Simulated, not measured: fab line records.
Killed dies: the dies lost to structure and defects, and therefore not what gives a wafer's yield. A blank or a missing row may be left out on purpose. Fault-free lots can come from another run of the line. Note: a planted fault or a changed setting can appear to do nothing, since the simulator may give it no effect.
fab line records	flow nand-harc
record lots=24	wafers=72	last-day=33
route steps=1302 shown A_STAIRCASE@719
lots with no fault: from the same line, run without faults
start-h: hours from the record's first day to the start of the lot's first wafer shown	wait-h: hours from the lot's prior step to this one	" same as the row above	L1.1+2: a row that stands for several wafers	- value missing, or start not given	* or withheld: withheld	< > ~ a bound
route shown NAME@n: a module of which the file shows steps, and the number in the route of the first	usual: mean/standard deviation taken from wafers without a fault	same: alike in all rows	chamber/n: place in a boat	sites: per-site readings	_std_site: how widely they spread, as a standard deviation	_edge_site: the outer-site mean with the inner-site mean subtracted	radius-mm: how far each site lies from the wafer's centre	mask NAME#n: copy n	behind: the most recent tool/chamber to have shaped the wafer	hold: why the lot went on hold/how many hours it stayed there/how the hold came to an end	device: the transistor (n, p or np) that didn't switch	end of line: at the end of the route, the tests of the same wafers	a step without rows: its recipe alone	killed: the dies lost at the first sort to structure and to defects; this is not the yield of the wafer	map: dies across one wafer; x = killed, . = not, _ = none there
set.NAME: setting as actually run; set.NAME@STEP: the setting as run at that earlier step	model.NAME: the simulator's own value behind a step, which no gauge read
the route's steps for a sample of lots (tables are steps, rows are wafers)
services: a tool's chamber out of use, with start hour (start-h, from the record's first day; less than 0 if before it), hours out, and reason
## steps
# step NHARC_A_STAIRCASE_STRIP_205
# recipe power-w=1500	temp-c=250	chemistry=O2
# usual drypump-motor-current-A=5.43/0.28	heater-power-w=334/29
lot.wafer	tool	chamber	start-h	wait-h	drypump-motor-current-A	heater-power-w	rf-hours-counter-h
L074.1	plasma-asher-02	1	359.36	0.1	5.39	300	20
L074.6	"	1	"	"	5.43	308	-
L074.5	"	0	"	"	5.56	315	-
L075.2	plasma-asher-01	1	368.27	0.1	4.95	344	33
L075.4	"	1	"	"	4.96	339	-
L075.5	"	1	"	"	4.96	343	-
L076.1	plasma-asher-02	1	368.78	0.1	5.39	309	22
L076.2	"	0	"	"	5.60	313	22
L076.4	"	0	"	"	5.63	322	-
L077.4	plasma-asher-02	0	388.60	0.2	5.58	321	-
L077.3	"	1	"	"	5.41	309	-
L077.5	"	1	"	"	5.40	313	-
L078.1	plasma-asher-02	0	396.55	0.1	5.58	325	29
L078.4	"	0	"	"	5.57	320	-
L078.3	"	1	"	"	5.42	306	-
L080.2	plasma-asher-02	1	415.14	0.1	5.40	311	32
L080.3	"	1	"	"	5.40	311	-
L080.5	"	1	"	"	5.40	300	-
L079.1	plasma-asher-02	1	415.43	0.1	5.39	308	33
L079.2	"	0	"	"	5.54	326	33
L079.3	"	1	"	"	5.42	310	-
L081.3	plasma-asher-01	1	436.35	0.2	4.93	349	-
L081.5	"	1	"	"	4.93	345	-
L081.6	"	0	"	"	5.78	385	-
L083.2	plasma-asher-02	0	452.54	0.1	5.49	322	4
L083.3	"	1	"	"	5.39	309	-
L083.6	"	1	"	"	5.40	302	-
L082.2	plasma-asher-01	0	452.97	0.1	5.78	376	13
L082.4	"	1	"	"	4.94	343	-
L082.5	"	0	"	"	5.78	397	-
L084.3	plasma-asher-02	0	465.67	0.2	5.56	320	-
L084.6	"	0	"	"	5.59	321	-
L084.5	"	1	"	"	5.42	303	-
L086.2	plasma-asher-01	1	472.37	0.1	4.94	348	16
L086.6	"	0	"	"	5.78	381	-
L086.5	"	1	"	"	4.97	351	-
L085.3	plasma-asher-02	0	476.69	0.2	5.57	320	-
L085.4	"	1	"	"	5.36	304	-
L085.5	"	0	"	"	5.56	316	-
L087.3	plasma-asher-01	0	482.94	0.2	5.77	388	-
L087.6	"	0	"	"	5.77	382	-
L087.5	"	1	"	"	4.95	354	-
L088.1	plasma-asher-02	1	507.53	0.1	5.39	311	14
L088.3	"	1	"	"	5.41	298	-
L088.6	"	0	"	"	5.56	307	-
L089.1	plasma-asher-01	1	508.18	0.1	4.96	339	23
L089.4	"	1	"	"	4.96	338	-
L089.5	"	1	"	"	4.96	350	-
L090.2	plasma-asher-01	1	520.02	0.1	4.93	354	25
L090.3	"	0	"	"	5.80	378	-
L090.6	"	0	"	"	5.76	393	-
L093.1	plasma-asher-01	0	536.12	0.1	5.76	396	28
L093.6	"	1	"	"	4.93	344	-
L093.5	"	0	"	"	5.77	381	-
L091.4	plasma-asher-01	0	538.28	0.2	5.78	385	-
L091.3	"	1	"	"	4.95	333	-
L091.5	"	1	"	"	4.93	346	-
L092.2	plasma-asher-02	1	538.63	0.1	5.41	309	22
L092.1	"	0	"	"	5.49	310	22
L092.5	"	0	"	"	5.57	309	-
L094.2	plasma-asher-02	0	549.23	0.1	5.55	318	25
L094.1	"	1	"	"	5.41	300	25
L094.5	"	0	"	"	5.54	320	-
L096.2	plasma-asher-02	1	571.39	0.1	5.39	307	30
L096.4	"	0	"	"	5.54	321	-
L096.3	"	1	"	"	5.38	310	-
L095.2	plasma-asher-02	1	571.89	0.1	5.42	311	31
L095.4	"	1	"	"	5.44	316	-
L095.5	"	0	"	"	5.63	317	-
L097.2	plasma-asher-01	0	582.68	0.1	5.79	376	1
L097.3	"	1	"	"	4.94	325	-
L097.6	"	1	"	"	4.94	317	-
# step NHARC_A_STAIRCASE_ETCH_223
# recipe target-depth-a=1000	time-s=40.5	ion-energy-ev=400	c4f8-flow-sccm=20	o2-flow-sccm=10	ar-flow-sccm=withheld	rf-w=600	bias-w=1000	chemistry=C4F8/O2
# usual oes-product-au=0.938/0.012	rf-vpp-V=897/4.9
lot.wafer	tool	chamber	start-h	wait-h	oes-product-au	rf-hours-counter-h	rf-vpp-V
L074.1	rie-diel-13	3	-	-	0.948	2	897
L074.5	"	2	"	"	0.934	-	897
L074.6	"	3	"	"	0.944	-	897
L075.4	rie-diel-13	2	-	-	0.942	8	897
L075.2	"	0	"	"	0.929	7	899
L075.5	"	1	"	"	0.933	-	903
L076.1	rie-diel-13	1	-	-	0.947	8	903
L076.2	"	2	"	"	0.953	8	897
L076.4	"	0	"	"	0.939	8	899
L077.3	rie-diel-01	2	-	-	0.923	0	895
L077.4	"	3	"	"	0.937	1	903
L077.5	"	2	"	"	0.934	-	895
L078.3	rie-diel-01	3	-	-	0.931	3	903
L078.4	"	0	"	"	0.941	3	905
L078.1	"	1	"	"	0.928	4	896
L080.2	rie-diel-06	0	-	-	0.930	34	891
L080.3	"	1	"	"	0.922	33	886
L080.5	"	0	"	"	0.936	-	892
L079.2	rie-diel-01	3	-	-	0.927	9	904
L079.3	"	0	"	"	0.940	8	905
L079.1	"	1	"	"	0.935	8	898
L081.3	rie-diel-01	1	-	-	0.917	12	898
L081.6	"	2	"	"	0.919	-	894
L081.5	"	3	"	"	0.928	-	902
L083.2	rie-diel-06	2	-	-	0.926	45	898
L083.3	"	0	"	"	0.947	45	892
L083.6	"	2	"	"	0.913	-	895
L082.4	rie-diel-06	3	-	-	0.943	40	895
L082.2	"	0	"	"	0.928	45	890
L082.5	"	3	"	"	0.941	-	895
L084.3	rie-diel-06	1	-	-	0.934	46	885
L084.5	"	0	"	"	0.940	-	892
L084.6	"	1	"	"	0.941	-	885
L086.2	rie-diel-06	3	-	-	0.934	45	895
L086.6	"	3	"	"	0.950	-	896
L086.5	"	0	"	"	0.950	-	891
L085.3	rie-diel-06	3	-	-	0.956	46	896
L085.4	"	0	"	"	0.962	51	892
L085.5	"	2	"	"	0.949	-	896
L087.3	rie-diel-13	3	-	-	0.973	53	896
L087.6	"	0	"	"	0.937	-	898
L087.5	"	1	"	"	0.952	-	902
L088.3	rie-diel-06	0	-	-	0.951	5	891
L088.1	"	1	"	"	0.938	5	906
L088.6	"	0	"	"	0.956	-	891
L089.4	rie-diel-13	0	-	-	0.947	59	898
L089.1	"	1	"	"	0.954	57	903
L089.5	"	1	"	"	0.946	-	902
L090.2	rie-diel-01	2	-	-	0.929	46	894
L090.3	"	0	"	"	0.939	44	905
L090.6	"	2	"	"	0.935	-	895
L093.1	rie-diel-13	0	-	-	0.930	4	898
L093.6	"	0	"	"	0.935	-	897
L093.5	"	1	"	"	0.928	-	902
L091.4	rie-diel-01	1	-	-	0.918	42	894
L091.3	"	2	"	"	0.925	54	894
L091.5	"	1	"	"	0.917	-	897
L092.1	rie-diel-01	1	-	-	0.921	43	897
L092.2	"	2	"	"	0.935	55	893
L092.5	"	0	"	"	0.928	-	903
L094.1	rie-diel-01	1	-	-	0.936	51	896
L094.2	"	3	"	"	0.935	56	902
L094.5	"	3	"	"	0.941	-	901
L096.3	rie-diel-06	1	-	-	0.929	29	904
L096.2	"	3	"	"	0.926	27	895
L096.4	"	0	"	"	0.934	30	892
L095.4	rie-diel-06	3	-	-	0.918	28	893
L095.2	"	1	"	"	0.921	30	904
L095.5	"	0	"	"	0.946	-	890
L097.3	rie-diel-13	3	-	-	0.960	18	897
L097.2	"	1	"	"	0.946	19	902
L097.6	"	2	"	"	0.945	-	896
# step NHARC_A_STAIRCASE_TRIM_224
# recipe time-s=211.2	o2-flow-sccm=500	ar-flow-sccm=0	bias-w=0	chemistry=O2
# usual drypump-motor-current-A=5.7/0.35	oes-product-au=0.999/0.0092	rf-vpp-V=57.9/0.98	showerhead-plenum-p-Torr=3.56/0.14	throttle-valve-pct=17.037/0.0095
lot.wafer	tool	chamber	start-h	wait-h	drypump-motor-current-A	oes-product-au	rf-hours-counter-h	rf-vpp-V	showerhead-plenum-p-Torr	throttle-valve-pct
L074.1	rie-diel-13	1	-	-	5.9	1.007	3	58.4	3.75	17.039
L074.6	"	1	"	"	5.9	1.007	-	58.3	3.75	17.026
L074.5	"	2	"	"	5.5	1.007	-	58.9	3.57	17.050
L075.4	rie-diel-13	3	-	-	5.9	0.998	8	57.9	3.57	17.042
L075.2	"	2	"	"	5.5	0.996	8	56.8	3.56	17.034
L075.5	"	0	"	"	5.3	1.004	-	58.5	3.61	17.047
L076.4	rie-diel-13	1	-	-	5.9	1.008	8	57.3	3.74	17.037
L076.1	"	2	"	"	5.5	1.001	8	58.3	3.56	17.037
L076.2	"	0	"	"	5.3	0.994	8	57.1	3.61	17.035
L077.4	rie-diel-01	1	-	-	6.0	0.991	1	56.6	3.56	17.024
L077.3	"	0	"	"	5.4	1.001	1	58.1	3.78	17.023
L077.5	"	1	"	"	6.0	0.992	-	59.4	3.56	17.047
L078.4	rie-diel-01	0	-	-	5.4	0.998	4	58.2	3.77	17.045
L078.3	"	1	"	"	6.0	0.980	4	58.0	3.56	17.044
L078.1	"	2	"	"	5.5	0.988	4	56.4	3.49	17.039
L080.3	rie-diel-06	1	-	-	5.6	1.007	33	56.5	3.28	17.039
L080.2	"	3	"	"	5.3	1.001	29	57.2	3.52	17.030
L080.5	"	1	"	"	5.6	0.987	-	57.1	3.28	17.034
L079.3	rie-diel-01	2	-	-	5.5	0.994	8	57.8	3.49	17.034
L079.2	"	0	"	"	5.4	0.994	8	58.8	3.77	17.037
L079.1	"	1	"	"	6.0	1.005	8	58.8	3.56	17.039
L081.3	rie-diel-01	1	-	-	6.0	0.989	12	57.4	3.56	17.027
L081.5	"	2	"	"	5.5	0.986	-	56.5	3.49	17.056
L081.6	"	3	"	"	6.1	0.978	-	57.7	3.74	17.032
L083.2	rie-diel-06	2	-	-	6.3	0.991	45	59.2	3.54	17.032
L083.3	"	3	"	"	5.3	1.000	40	59.0	3.51	17.026
L083.6	"	1	"	"	5.6	0.983	-	57.1	3.27	17.029
L082.2	rie-diel-06	1	-	-	5.6	1.006	44	58.0	3.27	17.038
L082.4	"	3	"	"	5.3	0.996	40	55.7	3.51	17.028
L082.5	"	1	"	"	5.6	0.998	-	56.4	3.27	17.048
L084.3	rie-diel-06	0	-	-	5.3	1.008	48	57.5	3.39	17.048
L084.5	"	0	"	"	5.3	1.011	-	58.3	3.39	17.030
L084.6	"	1	"	"	5.6	1.000	-	57.0	3.27	17.027
L086.2	rie-diel-06	1	-	-	5.6	0.998	48	57.4	3.27	17.041
L086.6	"	2	"	"	6.3	0.994	-	58.6	3.54	17.034
L086.5	"	3	"	"	5.3	1.001	-	57.1	3.51	17.052
L085.4	rie-diel-06	2	-	-	6.3	0.992	52	58.0	3.53	17.035
L085.3	"	0	"	"	5.3	1.021	51	57.9	3.39	17.038
L085.5	"	3	"	"	5.3	1.003	-	58.5	3.51	17.051
L087.3	rie-diel-13	1	-	-	5.9	1.009	50	58.9	3.72	17.062
L087.5	"	2	"	"	5.5	1.018	-	56.5	3.54	17.032
L087.6	"	3	"	"	6.0	1.014	-	58.9	3.55	17.031
L088.3	rie-diel-06	0	-	-	5.2	1.008	5	58.7	3.38	17.032
L088.1	"	1	"	"	5.6	1.004	5	59.3	3.81	17.038
L088.6	"	0	"	"	5.3	1.010	-	57.8	3.38	17.041
L089.4	rie-diel-13	1	-	-	5.9	1.007	57	59.2	3.72	17.036
L089.1	"	2	"	"	5.6	1.007	58	58.1	3.53	17.044
L089.5	"	1	"	"	5.9	0.989	-	57.2	3.72	17.032
L090.3	rie-diel-01	3	-	-	6.1	0.996	42	59.8	3.72	17.028
L090.2	"	1	"	"	6.0	0.989	35	58.4	3.55	17.055
L090.6	"	2	"	"	5.5	0.995	-	56.4	3.47	17.054
L093.1	rie-diel-13	3	-	-	5.9	1.027	4	58.6	3.54	17.036
L093.6	"	0	"	"	5.3	0.994	-	58.3	3.57	17.039
L093.5	"	1	"	"	5.9	1.014	-	58.1	3.71	17.021
L091.3	rie-diel-01	3	-	-	6.1	1.001	51	59.0	3.71	17.036
L091.4	"	1	"	"	6.0	0.992	42	57.1	3.54	17.049
L091.5	"	3	"	"	6.1	1.003	-	61.3	3.71	17.031
L092.1	rie-diel-01	0	-	-	5.4	0.998	53	59.6	3.75	17.033
L092.2	"	3	"	"	6.2	0.994	52	56.1	3.71	17.031
L092.5	"	1	"	"	6.0	0.990	-	57.6	3.54	17.027
L094.2	rie-diel-01	3	-	-	6.1	1.000	56	58.6	3.71	17.033
L094.1	"	0	"	"	5.4	1.002	60	58.5	3.74	17.037
L094.5	"	3	"	"	6.1	0.993	-	58.9	3.71	17.040
L096.2	rie-diel-06	2	-	-	6.3	0.991	26	58.8	3.52	17.043
L096.4	"	3	"	"	5.2	0.995	27	56.9	3.49	17.033
L096.3	"	0	"	"	5.2	1.002	30	55.7	3.37	17.030
L095.2	rie-diel-06	3	-	-	5.3	0.983	28	55.8	3.49	17.032
L095.4	"	2	"	"	6.3	0.988	27	57.7	3.52	17.040
L095.5	"	0	"	"	5.3	0.999	-	58.8	3.37	17.020
L097.3	rie-diel-13	2	-	-	5.5	1.018	20	56.8	3.52	17.052
L097.2	"	3	"	"	5.9	1.014	18	58.8	3.53	17.028
L097.6	"	3	"	"	5.9	1.014	-	58.1	3.53	17.037
# step NHARC_A_STAIRCASE_ETCH_232
# recipe target-depth-a=1000	time-s=40.5	ion-energy-ev=400	c4f8-flow-sccm=20	o2-flow-sccm=10	ar-flow-sccm=withheld	rf-w=600	bias-w=1000	chemistry=C4F8/O2
# usual oes-product-au=0.941/0.011	rf-vpp-V=897/4.9
lot.wafer	tool	chamber	start-h	wait-h	oes-product-au	rf-hours-counter-h	rf-vpp-V
L074.1	rie-diel-13	3	-	-	0.951	3	898
L074.6	"	0	"	"	0.934	-	899
L074.5	"	1	"	"	0.942	-	904
L075.2	rie-diel-06	2	-	-	0.903	22	897
L075.5	"	0	"	"	0.934	-	891
L075.4	"	2	"	"	0.917	-	896
L076.4	rie-diel-01	3	-	-	0.948	52	904
L076.1	"	0	"	"	0.951	53	904
L076.2	"	2	"	"	0.922	50	895
L077.4	rie-diel-01	0	-	-	0.936	1	906
L077.3	"	2	"	"	0.937	1	894
L077.5	"	1	"	"	0.944	-	896
L078.3	rie-diel-06	1	-	-	0.944	30	888
L078.1	"	2	"	"	0.952	30	896
L078.4	"	3	"	"	0.961	26	895
L080.3	rie-diel-06	2	-	-	0.944	32	896
L080.2	"	3	"	"	0.962	29	895
L080.5	"	3	"	"	0.952	-	895
L079.3	rie-diel-01	3	-	-	0.951	9	903
L079.2	"	0	"	"	0.938	9	904
L079.1	"	2	"	"	0.938	9	895
L081.3	rie-diel-13	0	-	-	0.961	31	899
L081.5	"	1	"	"	0.946	-	903
L081.6	"	2	"	"	0.945	-	897
L083.2	rie-diel-01	2	-	-	0.944	20	894
L083.3	"	3	"	"	0.948	18	904
L083.6	"	2	"	"	0.951	-	894
L082.2	rie-diel-13	0	-	-	0.908	40	898
L082.4	"	1	"	"	0.924	39	903
L082.5	"	0	"	"	0.914	-	898
L084.3	rie-diel-06	0	-	-	0.965	48	889
L084.5	"	3	"	"	0.949	-	895
L084.6	"	0	"	"	0.951	-	891
L086.2	rie-diel-06	0	-	-	0.962	50	890
L086.6	"	0	"	"	0.955	-	892
L086.5	"	1	"	"	0.938	-	887
L085.4	rie-diel-06	3	-	-	0.944	47	895
L085.3	"	0	"	"	0.958	51	891
L085.5	"	3	"	"	0.944	-	893
L087.3	rie-diel-13	1	-	-	0.943	50	903
L087.6	"	1	"	"	0.936	-	903
L087.5	"	2	"	"	0.930	-	897
L088.3	rie-diel-06	1	-	-	0.939	5	905
L088.1	"	2	"	"	0.941	4	896
L088.6	"	0	"	"	0.955	-	891
L089.4	rie-diel-13	0	-	-	0.938	60	898
L089.1	"	1	"	"	0.925	57	903
L089.5	"	0	"	"	0.930	-	897
L090.3	rie-diel-01	1	-	-	0.915	35	897
L090.2	"	3	"	"	0.940	42	903
L090.6	"	2	"	"	0.930	-	894
L093.1	rie-diel-13	1	-	-	0.940	5	901
L093.6	"	0	"	"	0.942	-	895
L093.5	"	1	"	"	0.938	-	903
L091.3	rie-diel-01	1	-	-	0.924	43	897
L091.4	"	3	"	"	0.932	52	902
L091.5	"	1	"	"	0.934	-	897
L092.1	rie-diel-01	1	-	-	0.940	44	897
L092.2	"	2	"	"	0.940	56	894
L092.5	"	3	"	"	0.939	-	903
L094.2	rie-diel-13	1	-	-	0.929	10	904
L094.1	"	2	"	"	0.941	11	896
L094.5	"	1	"	"	0.933	-	903
L096.3	rie-diel-01	2	-	-	0.945	4	895
L096.4	"	3	"	"	0.955	3	901
L096.2	"	1	"	"	0.930	5	897
L095.4	rie-diel-06	0	-	-	0.948	32	891
L095.2	"	2	"	"	0.918	28	896
L095.5	"	0	"	"	0.944	-	890
L097.3	rie-diel-13	1	-	-	0.945	20	903
L097.2	"	3	"	"	0.953	18	896
L097.6	"	3	"	"	0.951	-	896
# step NHARC_A_STAIRCASE_ETCH_253
# recipe target-depth-a=500	time-s=20.2	ion-energy-ev=400	c4f8-flow-sccm=20	o2-flow-sccm=10	ar-flow-sccm=withheld	rf-w=600	bias-w=1000	chemistry=C4F8/O2
# usual oes-product-au=0.944/0.023	rf-vpp-V=898/4.4
lot.wafer	tool	chamber	start-h	wait-h	oes-product-au	rf-hours-counter-h	rf-vpp-V
L074.1	rie-diel-01	1	365.27	0.1	0.902	50	899
L074.5	"	1	"	"	0.899	-	898
L074.6	"	2	"	"	0.910	-	898
L075.2	rie-diel-01	1	374.14	0.1	0.932	54	899
L075.5	"	1	"	"	0.947	-	899
L075.4	"	2	"	"	0.945	-	894
L076.1	rie-diel-06	1	375.21	0.1	0.923	24	887
L076.4	"	3	"	"	0.933	17	896
L076.2	"	0	"	"	0.924	21	891
L077.4	rie-diel-06	1	393.88	0.1	0.973	27	885
L077.3	"	2	"	"	0.962	27	897
L077.5	"	1	"	"	0.978	-	887
L078.1	rie-diel-13	2	404.06	0.1	0.918	21	898
L078.3	"	3	"	"	0.935	21	897
L078.4	"	0	"	"	0.904	21	898
L080.2	rie-diel-01	1	420.40	0.1	0.916	9	897
L080.3	"	2	"	"	0.922	9	895
L080.5	"	0	"	"	0.915	-	905
L079.1	rie-diel-13	1	420.81	0.1	0.977	25	903
L079.2	"	2	"	"	0.972	26	896
L079.3	"	3	"	"	0.969	29	896
L081.3	rie-diel-06	0	444.55	0.2	0.948	41	890
L081.5	"	3	"	"	0.922	-	896
L081.6	"	0	"	"	0.954	-	890
L083.2	rie-diel-13	3	457.85	0.1	0.927	41	897
L083.3	"	0	"	"	0.920	41	899
L083.6	"	2	"	"	0.926	-	896
L082.4	rie-diel-06	2	459.04	0.1	0.954	45	896
L082.2	"	0	"	"	0.974	46	890
L082.5	"	2	"	"	0.954	-	897
L084.3	rie-diel-13	1	471.03	0.1	0.974	44	904
L084.5	"	2	"	"	0.962	-	897
L084.6	"	3	"	"	0.992	-	896
L086.2	rie-diel-13	1	477.72	0.3	0.926	46	903
L086.5	"	0	"	"	0.917	-	899
L086.6	"	1	"	"	0.922	-	903
L085.4	rie-diel-13	2	484.70	2.9	0.938	51	896
L085.3	"	0	"	"	0.928	52	899
L085.5	"	1	"	"	0.933	-	905
L087.3	rie-diel-13	0	488.22	0.1	0.943	54	897
L087.6	"	0	"	"	0.937	-	899
L087.5	"	1	"	"	0.938	-	903
L088.3	rie-diel-06	1	512.94	0.1	0.952	5	907
L088.1	"	3	"	"	0.965	5	896
L088.6	"	1	"	"	0.958	-	907
L089.4	rie-diel-13	2	513.49	0.1	0.952	58	896
L089.1	"	0	"	"	0.942	60	897
L089.5	"	2	"	"	0.953	-	898
L090.2	rie-diel-06	1	525.31	0.1	0.977	9	906
L090.3	"	2	"	"	0.942	8	894
L090.6	"	1	"	"	0.978	-	905
L091.4	rie-diel-13	1	544.04	0.1	0.969	7	903
L091.3	"	2	"	"	0.991	9	896
L091.5	"	1	"	"	0.980	-	903
L093.1	rie-diel-13	2	544.32	0.1	0.972	9	897
L093.5	"	2	"	"	0.962	-	895
L093.6	"	3	"	"	0.970	-	896
L092.1	rie-diel-06	2	544.57	0.1	0.923	18	896
L092.2	"	0	"	"	0.927	19	891
L092.5	"	2	"	"	0.920	-	895
L094.1	rie-diel-13	3	556.00	0.1	0.986	12	896
L094.2	"	1	"	"	0.967	10	902
L094.5	"	0	"	"	0.956	-	897
L096.3	rie-diel-13	2	577.82	0.1	0.932	19	896
L096.2	"	3	"	"	0.934	17	895
L096.4	"	0	"	"	0.919	19	897
L095.4	rie-diel-13	2	578.56	0.1	0.923	19	898
L095.2	"	3	"	"	0.930	17	896
L095.5	"	1	"	"	0.919	-	902
L097.2	rie-diel-13	3	588.22	0.1	0.971	19	898
L097.3	"	1	"	"	0.945	20	902
L097.6	"	1	"	"	0.943	-	902
# step NHARC_A_STAIRCASE_HM_DEP_462
# recipe target-thk-a=8000	temp-c=400	material=aC
# usual throttle-valve-pct=35.001/0.0089
lot.wafer	tool	chamber	start-h	wait-h	throttle-valve-pct
L074.1	acl-dep-03	0	387.76	6.7	35.003
L074.5	"	0	388.99	7.9	35.019
L074.6	"	0	"	"	34.990
L075.2	acl-dep-02	0	395.63	1.0	34.999
L075.4	"	0	"	"	35.003
L075.5	"	0	"	"	34.998
L076.1	acl-dep-02	0	397.18	0.5	35.001
L076.2	"	0	"	"	34.993
L076.4	"	0	"	"	34.994
L077.3	acl-dep-02	0	408.10	0.7	34.998
L077.4	"	0	"	"	35.011
L077.5	"	0	"	"	35.000
L078.1	acl-dep-02	0	416.24	0.1	35.008
L078.3	"	0	"	"	35.009
L078.4	"	0	"	"	34.986
L080.2	acl-dep-03	0	435.13	1.4	35.011
L080.3	"	0	"	"	34.998
L080.5	"	0	"	"	35.008
L079.1	acl-dep-03	0	436.66	1.9	35.006
L079.2	"	0	"	"	35.009
L079.3	"	0	"	"	34.984
L081.3	acl-dep-01	0	458.55	0.7	35.012
L081.5	"	0	"	"	35.008
L081.6	"	0	"	"	35.004
L083.2	acl-dep-02	0	476.86	1.5	35.014
L083.3	"	0	"	"	35.005
L083.6	"	0	"	"	35.003
L082.2	acl-dep-02	0	480.67	1.2	34.993
L082.4	"	0	"	"	35.000
L082.5	"	0	"	"	35.004
L084.3	acl-dep-01	0	491.34	1.0	35.000
L084.5	"	0	"	"	34.985
L084.6	"	0	"	"	35.028
L086.2	acl-dep-03	0	494.72	0.4	34.997
L086.5	"	0	"	"	35.011
L086.6	"	0	"	"	34.994
L085.3	acl-dep-01	0	502.12	3.9	35.014
L085.4	"	0	"	"	35.015
L085.5	"	0	"	"	34.998
L087.3	acl-dep-01	0	503.96	2.7	34.998
L087.5	"	0	"	"	35.014
L087.6	"	0	"	"	35.003
L088.1	acl-dep-03	0	527.25	2.3	34.998
L088.3	"	0	"	"	35.012
L088.6	"	0	"	"	35.008
L089.1	acl-dep-01	0	527.36	2.1	34.989
L089.4	"	0	"	"	34.984
L089.5	"	0	"	"	34.991
L090.2	acl-dep-02	0	540.46	1.5	35.007
L090.3	"	0	"	"	35.001
L090.6	"	0	"	"	35.000
L091.3	acl-dep-03	0	561.79	4.6	35.019
L091.4	"	0	"	"	35.005
L091.5	"	0	"	"	34.997
L093.1	acl-dep-02	0	561.86	4.3	34.983
L093.5	"	0	563.06	5.5	35.005
L093.6	"	0	"	"	35.004
L092.1	acl-dep-02	0	565.57	6.7	34.988
L092.2	"	0	"	"	35.000
L092.5	"	0	"	"	34.991
L094.1	acl-dep-02	0	576.74	0.1	35.014
L094.2	"	0	"	"	35.017
L094.5	"	0	"	"	35.004
L096.2	acl-dep-03	0	594.85	0.4	35.011
L096.3	"	0	"	"	34.997
L096.4	"	0	"	"	35.004
L095.2	acl-dep-03	0	598.58	2.3	35.005
L095.4	"	0	"	"	35.008
L095.5	"	0	"	"	34.997
L097.2	acl-dep-02	0	605.85	0.8	35.000
L097.3	"	0	"	"	35.013
L097.6	"	0	"	"	34.986
## services
tool	chamber	start-h	hours	kind
rie-diel-13	-	342.00	9.0	pm
rie-diel-13	0	342.00	9.0	vent-cycle
rie-diel-13	1	342.00	9.0	vent-cycle
rie-diel-01	3	354.00	1.6	repair
rie-diel-06	1	370.89	3.9	repair
acl-dep-01	-	372.94	13.0	pm
rie-diel-01	0	373.04	3.4	repair
rie-diel-01	-	380.82	9.0	pm
rie-diel-06	-	389.19	0.8	repair
plasma-asher-01	-	389.34	9.0	pm
rie-diel-06	2	401.85	4.8	repair
acl-dep-02	-	425.53	13.0	pm
plasma-asher-02	-	426.00	9.0	pm
rie-diel-06	0	429.63	4.8	repair
acl-dep-03	-	480.28	13.0	pm
rie-diel-06	-	484.70	9.0	pm
rie-diel-13	-	519.00	9.0	pm
acl-dep-01	-	554.39	13.0	pm
rie-diel-01	-	557.82	9.0	pm
plasma-asher-01	-	566.83	9.0	pm
rie-diel-13	3	571.34	4.3	repair
rie-diel-13	0	583.55	8.3	repair
rie-diel-06	-	588.48	2.4	repair
plasma-asher-02	-	603.00	9.0	pm
## key
fault none
